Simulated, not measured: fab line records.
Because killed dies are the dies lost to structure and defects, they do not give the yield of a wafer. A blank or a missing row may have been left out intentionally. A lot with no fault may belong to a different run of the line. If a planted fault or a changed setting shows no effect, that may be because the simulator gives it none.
What tool caused it? + flow nandHarc + 11 lots with 33 wafers sampled at 5 steps, on a route of 1302 steps

WHAT THE GAUGES SHOWED, per wafer
No reading from a measuring or inspecting step in the record can be judged against a usual standard deviation.

WHAT TOOL EACH LOT RAN ON (gives the tool, then ch and the chambers of the sampled wafers, and finally the start)
| lot  | NHARC_A_CHANNEL_HOLE_D2_ETCH_20 | NHARC_A_CHANNEL_HOLE_D2_ETCH_21 | NHARC_A_CHANNEL_HOLE_D2_ETCH_25 | NHARC_A_CHANNEL_HOLE_D2_XSEM_32 | NHARC_A_CHANNEL_FILL_D2_ALD_03 |
|------|---------------------------------|---------------------------------|---------------------------------|---------------------------------|--------------------------------|
| L861 | harEtch-01 ch 0,1, day 13 02:23 | harEtch-01 ch 0,1, day 13 02:43 | harEtch-01 ch 0,1, day 13 05:10 | xsem-01 ch 0, day 13 08:02      | aldSinBatch-01 ch 0, no start  |
| L863 | harEtch-02 ch 0,1, day 14 03:13 | harEtch-02 ch 0,1, day 14 03:32 | harEtch-02 ch 0,1, day 14 06:01 | xsem-01 ch 0, day 14 08:52      | aldSinBatch-02 ch 0, no start  |
| L864 | harEtch-01 ch 0,1, day 14 07:17 | harEtch-01 ch 0,1, day 14 07:37 | harEtch-01 ch 0,1, day 14 10:07 | xsem-02 ch 0, day 14 12:41      | aldSinBatch-01 ch 0, no start  |
| L872 | harEtch-02 ch 0,1, day 18 00:58 | harEtch-02 ch 0,1, day 18 01:17 | harEtch-02 ch 0,1, day 18 03:46 | xsem-01 ch 0, day 18 06:29      | aldSinBatch-03 ch 0, no start  |
| L873 | harEtch-02 ch 0,1, day 18 05:13 | harEtch-02 ch 0,1, day 18 05:33 | harEtch-02 ch 0,1, day 18 08:04 | xsem-01 ch 0, day 18 10:38      | aldSinBatch-02 ch 0, no start  |
| L877 | harEtch-01 ch 0,1, day 20 00:25 | harEtch-01 ch 0,1, day 20 00:43 | harEtch-01 ch 0,1, day 20 03:13 | xsem-01 ch 0, day 20 05:56      | aldSinBatch-01 ch 0, no start  |
| L879 | harEtch-02 ch 0,1, day 20 19:32 | harEtch-02 ch 0,1, day 20 19:50 | harEtch-02 ch 0,1, day 20 22:19 | xsem-01 ch 0, day 21 01:00      | aldSinBatch-03 ch 0, no start  |
| L880 | harEtch-01 ch 0,1, day 20 23:05 | harEtch-01 ch 0,1, day 20 23:25 | harEtch-01 ch 0,1, day 21 01:53 | xsem-02 ch 0, day 21 04:38      | aldSinBatch-02 ch 0, no start  |
| L881 | harEtch-01 ch 0,1, day 21 04:55 | harEtch-01 ch 0,1, day 21 05:14 | harEtch-01 ch 0,1, day 21 07:43 | xsem-01 ch 0, day 21 10:26      | aldSinBatch-01 ch 0, no start  |
| L882 | harEtch-01 ch 0,1, day 21 18:40 | harEtch-01 ch 0,1, day 21 18:58 | harEtch-01 ch 0,1, day 21 21:28 | xsem-01 ch 0, day 22 00:14      | aldSinBatch-02 ch 0, no start  |
| L883 | harEtch-02 ch 0,1, day 22 05:41 | harEtch-02 ch 0,1, day 22 06:00 | harEtch-02 ch 0,1, day 22 08:29 | xsem-01 ch 0, day 22 11:14      | aldSinBatch-02 ch 0, no start  |
- NHARC_A_CHANNEL_HOLE_D2_ETCH_20: etches the open film in C4F8/O2/Ar, time 361.9 s, target depth 1600 nm.
- NHARC_A_CHANNEL_HOLE_D2_ETCH_21: etches the open film in C4F8/O2/Ar, time 514.3 s, target depth 1600 nm.
- NHARC_A_CHANNEL_HOLE_D2_ETCH_25: etches the open film in C4F8/O2/Ar, time 1040.2 s, target depth 1500 nm.
- NHARC_A_CHANNEL_HOLE_D2_XSEM_32
- NHARC_A_CHANNEL_FILL_D2_ALD_03: deposits SiNx, target thk 6 nm, pulse time 60 s, ald cycles 58.

AS READ BY THE TOOLS THEMSELVES (means over the sampled wafers that have a number; for cases with no such wafer, the mark the record gives instead)
NHARC_A_CHANNEL_HOLE_D2_ETCH_20. Usual: drypumpMotorCurrentA 5.51 A, standard deviation 0.24; showerheadPlenumPTorr 3.69 Torr, standard deviation 0.089; throttleValvePct 32.155 %, standard deviation 0.0096.
| lot  | tool       | drypumpMotorCurrentA (A) | showerheadPlenumPTorr (Torr) | throttleValvePct (%) | flag |
|------|------------|--------------------------|------------------------------|----------------------|------|
| L861 | harEtch-01 | 5.60                     | 3.70                         | 32.153               |      |
| L863 | harEtch-02 | 5.53                     | 3.64                         | 32.147               |      |
| L864 | harEtch-01 | 5.61                     | 3.69                         | 32.150               |      |
| L872 | harEtch-02 | 5.31                     | 3.78                         | 32.160               |      |
| L873 | harEtch-02 | 5.53                     | 3.85                         | 32.159               |      |
| L877 | harEtch-01 | 5.54                     | 3.64                         | 32.159               |      |
| L879 | harEtch-02 | 5.30                     | 3.76                         | 32.154               |      |
| L880 | harEtch-01 | 5.55                     | 3.63                         | 32.148               |      |
| L881 | harEtch-01 | 5.54                     | 3.63                         | 32.150               |      |
| L882 | harEtch-01 | 5.54                     | 3.63                         | 32.161               |      |
| L883 | harEtch-02 | 5.29                     | 3.74                         | 32.146               |      |

NHARC_A_CHANNEL_HOLE_D2_ETCH_21. Usual: drypumpMotorCurrentA 5.51 A, standard deviation 0.24; showerheadPlenumPTorr 3.69 Torr, standard deviation 0.089; throttleValvePct 32.155 %, standard deviation 0.0095.
| lot  | tool       | drypumpMotorCurrentA (A) | showerheadPlenumPTorr (Torr) | throttleValvePct (%) | flag |
|------|------------|--------------------------|------------------------------|----------------------|------|
| L861 | harEtch-01 | 5.59                     | 3.70                         | 32.151               |      |
| L863 | harEtch-02 | 5.54                     | 3.64                         | 32.153               |      |
| L864 | harEtch-01 | 5.59                     | 3.69                         | 32.151               |      |
| L872 | harEtch-02 | 5.29                     | 3.78                         | 32.159               |      |
| L873 | harEtch-02 | 5.54                     | 3.85                         | 32.158               |      |
| L877 | harEtch-01 | 5.55                     | 3.64                         | 32.159               |      |
| L879 | harEtch-02 | 5.29                     | 3.75                         | 32.157               |      |
| L880 | harEtch-01 | 5.54                     | 3.63                         | 32.156               |      |
| L881 | harEtch-01 | 5.55                     | 3.63                         | 32.155               |      |
| L882 | harEtch-01 | 5.55                     | 3.63                         | 32.152               |      |
| L883 | harEtch-02 | 5.29                     | 3.74                         | 32.155               |      |

NHARC_A_CHANNEL_HOLE_D2_ETCH_25. Usual: drypumpMotorCurrentA 5.51 A, standard deviation 0.24; showerheadPlenumPTorr 3.69 Torr, standard deviation 0.088; throttleValvePct 32.234 %, standard deviation 0.0093.
| lot  | tool       | drypumpMotorCurrentA (A) | showerheadPlenumPTorr (Torr) | throttleValvePct (%) | flag |
|------|------------|--------------------------|------------------------------|----------------------|------|
| L861 | harEtch-01 | 5.58                     | 3.69                         | 32.238               |      |
| L863 | harEtch-02 | 5.53                     | 3.64                         | 32.221               |      |
| L864 | harEtch-01 | 5.59                     | 3.68                         | 32.231               |      |
| L872 | harEtch-02 | 5.29                     | 3.77                         | 32.236               |      |
| L873 | harEtch-02 | 5.53                     | 3.84                         | 32.232               |      |
| L877 | harEtch-01 | 5.54                     | 3.63                         | 32.235               |      |
| L879 | harEtch-02 | 5.30                     | 3.75                         | 32.239               |      |
| L880 | harEtch-01 | 5.53                     | 3.63                         | 32.230               |      |
| L881 | harEtch-01 | 5.55                     | 3.62                         | 32.233               |      |
| L882 | harEtch-01 | 5.55                     | 3.62                         | 32.242               |      |
| L883 | harEtch-02 | 5.29                     | 3.74                         | 32.239               |      |

NHARC_A_CHANNEL_HOLE_D2_XSEM_32. Usual: botCdNm 73.7 nm, standard deviation 1.7; bowNm 8.63 nm, standard deviation 0.27; tiltDeg 0.08 degrees, standard deviation 0.034.
| lot  | tool    | botCdNm (nm) | bowNm (nm) | tiltDeg (degrees) | flag |
|------|---------|--------------|------------|-------------------|------|
| L861 | xsem-01 | 74.3         | 8.93       | 0.10              |      |
| L863 | xsem-01 | 72.7         | 8.37       | 0.06              |      |
| L864 | xsem-02 | 74.4         | 8.13       | 0.10              |      |
| L872 | xsem-01 | 74.0         | 9.82       | 0.09              | OFF  |
| L873 | xsem-01 | 74.6         | 10.66      | 0.10              | OFF  |
| L877 | xsem-01 | 74.1         | 8.32       | 0.11              |      |
| L879 | xsem-01 | 73.6         | 8.50       | 0.00              |      |
| L880 | xsem-02 | 73.1         | 8.80       | 0.11              |      |
| L881 | xsem-01 | 71.7         | 8.43       | 0.07              |      |
| L882 | xsem-01 | 73.1         | 8.81       | 0.09              |      |
| L883 | xsem-01 | 74.2         | 8.72       | 0.16              |      |

NHARC_A_CHANNEL_FILL_D2_ALD_03. Usual: precursorPulseHeightRel reads 0.999 (standard deviation 0.017).
| lot  | tool           | precursorPulseHeightRel | flag |
|------|----------------|-------------------------|------|
| L861 | aldSinBatch-01 | 1.022                   |      |
| L863 | aldSinBatch-02 | 1.015                   |      |
| L864 | aldSinBatch-01 | 0.983                   |      |
| L872 | aldSinBatch-03 | 0.989                   |      |
| L873 | aldSinBatch-02 | 0.991                   |      |
| L877 | aldSinBatch-01 | 0.984                   |      |
| L879 | aldSinBatch-03 | 1.000                   |      |
| L880 | aldSinBatch-02 | 1.003                   |      |
| L881 | aldSinBatch-01 | 1.009                   |      |
| L882 | aldSinBatch-02 | 1.025                   |      |
| L883 | aldSinBatch-02 | 0.999                   |      |

THE ANSWER, worked out from the rows above alone
Rule: take the mean of a lot's wafers that have a number; if it is more than 3 standard deviations from the usual mean, the lot is off. A lot without any number at a reading at which 4 lots or more have one is off too. All remaining lots with rows at the step are treated as sound. The gauges are gone through in route order, then the tools' own readings, and for those a lot's mean is taken as printed above. At the first step where some lot is off, the reading lying furthest off is the one used; lots without a number count as furthest.
Off: L872, L873, at NHARC_A_CHANNEL_HOLE_D2_XSEM_32 (bowNm).
A tool fits if, at that step or a process step before it, it ran every lot that is off, and no sound lot after the first of them. Not one of the candidates tried fits.

WHAT THE SIMULATOR PUT IN
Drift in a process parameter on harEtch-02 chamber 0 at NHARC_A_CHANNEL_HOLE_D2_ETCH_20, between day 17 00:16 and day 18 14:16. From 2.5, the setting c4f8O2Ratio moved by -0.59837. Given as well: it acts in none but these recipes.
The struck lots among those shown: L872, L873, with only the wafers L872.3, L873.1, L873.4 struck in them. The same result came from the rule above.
